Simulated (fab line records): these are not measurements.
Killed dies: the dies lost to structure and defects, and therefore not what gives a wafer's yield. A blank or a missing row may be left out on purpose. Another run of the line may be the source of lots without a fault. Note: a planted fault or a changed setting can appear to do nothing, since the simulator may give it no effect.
Chamber matching -- flow n5-finfet -- N5_BEOL_M9_DESCUM_16 on rie-diel-06: 4 sister chambers
The step chemistry O2, time 7.9 s. 4 wafers are shown with their chamber, then 12 later ones without.

## WAFERS PAIRED WITH THEIR CHAMBERS
wafer,chamber,drypump-motor-current-A (A)
L085.4,1,6.0
L090.2,2,5.0
L090.4,3,4.9
L090.5,0,5.4

## WAFERS MISSING THEIR CHAMBER
wafer,drypump-motor-current-A (A)
L094.2,5.1
L094.3,5.3
L094.5,5.0
L095.4,6.0
L095.5,6.0
L095.6,5.3
L096.4,5.3
L096.5,6.0
L096.6,5.0
L097.1,5.3
L097.4,5.0
L097.5,5.4

## EACH ONE'S CHAMBER
wafer,from the rows above,in truth
L094.2,can't be placed: 2 or 3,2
L094.3,0,0
L094.5,can't be placed: 2 or 3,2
L095.4,1,1
L095.5,1,1
L095.6,0,0
L096.4,0,0
L096.5,1,1
L096.6,can't be placed: 2 or 3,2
L097.1,0,0
L097.4,can't be placed: 2 or 3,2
L097.5,0,0
Correct placement for 8 of the 12. From these rows, 4 cannot be placed; in 4 the true chamber is one of the candidates. 0 placed wrongly.
How it was worked out, from the rows above alone: a wafer's distance from a chamber is the root of the sum, over the readings, of the square of ((its reading less the chamber's mean) divided by the reading's scatter). The wafer belongs to the nearest chamber; if the next one is less than 2 further off, it can't be placed. Each chamber's mean is taken over the wafers shown for it. The scatter (one wafer shown for each chamber): square how far every hidden wafer sits from the nearest shown wafer, average those squares and take the square root.
